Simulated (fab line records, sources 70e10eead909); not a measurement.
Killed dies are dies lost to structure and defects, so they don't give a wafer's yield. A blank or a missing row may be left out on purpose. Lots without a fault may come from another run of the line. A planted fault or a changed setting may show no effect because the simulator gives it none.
A struck lot beside a sound one | flow nand_harc | 14 steps out of a route of 1302
Sound: wafers L844.1, L844.2, L844.4. Struck: wafers L833.1, L833.2, L833.4. The cause comes at the end.
At each step with rows: each side's tool, then ch and its chambers, then its first start. Under that, the readings that differ: sound wafers | struck wafers | difference of the means | sigmas: that difference in standard deviations of wafers without a fault.
alike: readings whose means differ by less than 2 such deviations, and words and numbers that are the same on both sides. not compared: withheld readings, readings that some wafer has no value for, bounds like >300 that may hide the same value, and numbers for which the record gives no deviation and whose values overlap.
The two part at a step that has a row with sigmas, a row that says differs or no value, or rows on one side only. Numbers that don't overlap but have no deviation are shown without sigmas and don't part them. A reading that every wafer of one side lacks parts them only if that side has two wafers or more.

NHARC_A_BLC_PVD_32: deposits Ti, target thk 5 nm, time 17.7 s.
  sound on pvd_sputter-01; struck on pvd_sputter-03
  alike: throttle_valve_pct
NHARC_A_BLC_ALD_23: deposits TiN, target thk 3 nm, pulse time 1 s, ald cycles 150.
  sound on ald_metal-03 ch 0,1,3, day 28 17:30; struck on ald_metal-04 ch 0,2,3, day 24 20:52
  alike: heater_power_w, precursor_pulse_height_rel
NHARC_A_BLC_CVD_24: deposits W, target thk 150 nm, time 434 s.
  sound on cvd_w-02 ch 0,1; struck on cvd_w-02 ch 0,1
  alike: heater_power_w, throttle_valve_pct
NHARC_A_BLC_CMP_25: polishes, t overpolish 30 s, target thk 150 nm.
  sound on cmp-03 ch 0,2,3, day 28 18:14; struck on cmp-03 ch 0,2,3, day 24 21:36
  alike: motor_current_A, overpolish_run_s, time_to_endpoint_s
then, 1 step without rows for these wafers: NHARC_A_BLC_SRD_27.
NHARC_A_BLC_INSPECT_28:
  sound on defect_inspect-02, day 28 18:39; struck on defect_inspect-01, day 24 22:01
  alike: raw_defect_count
then, 5 steps without rows for these wafers: NHARC_A_M0_DEP_00 (deposits SiOC, target thk 150 nm); NHARC_A_M0_DEHYDRATE_01 (time 120 s); NHARC_A_M0_HMDS_02 (time 30 s); NHARC_A_M0_COAT_33 (time 65 s); NHARC_A_M0_COAT_03 (resist thk 90 nm).
NHARC_A_M0_SOFTBAKE_04: time 55 s.
  sound on litho_track-04 ch 0, day 28 19:00; struck on litho_track-01 ch 0, day 24 22:00
  reading                  | sound                | struck               | difference | sigmas
  heater_power_total_W (W) | 188.44 188.42 188.31 | 210.05 210.06 210.39 | +21.78     | +99 or more
  alike: exhaust_pa
then, 1 step without rows for these wafers: NHARC_A_M0_EBR_05.
NHARC_END_SORT_01:
  sound on prober-01 ch 0, day 30 14:39; struck on prober-01 ch 0, day 26 16:47
  alike: defect_limited_yield, killed_at_array, killed_at_other, killed_at_periphery, killed_dies, killed_open, killed_short

WHERE THEY PART
Only at NHARC_A_M0_SOFTBAKE_04, within this record. Later steps at which nothing parts them and some readings are alike: NHARC_END_SORT_01.

WHY: what the simulator had put in
Process parameter drift: litho_track-01, from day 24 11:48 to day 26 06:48, at NHARC_A_M0_SOFTBAKE_04. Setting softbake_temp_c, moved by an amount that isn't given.
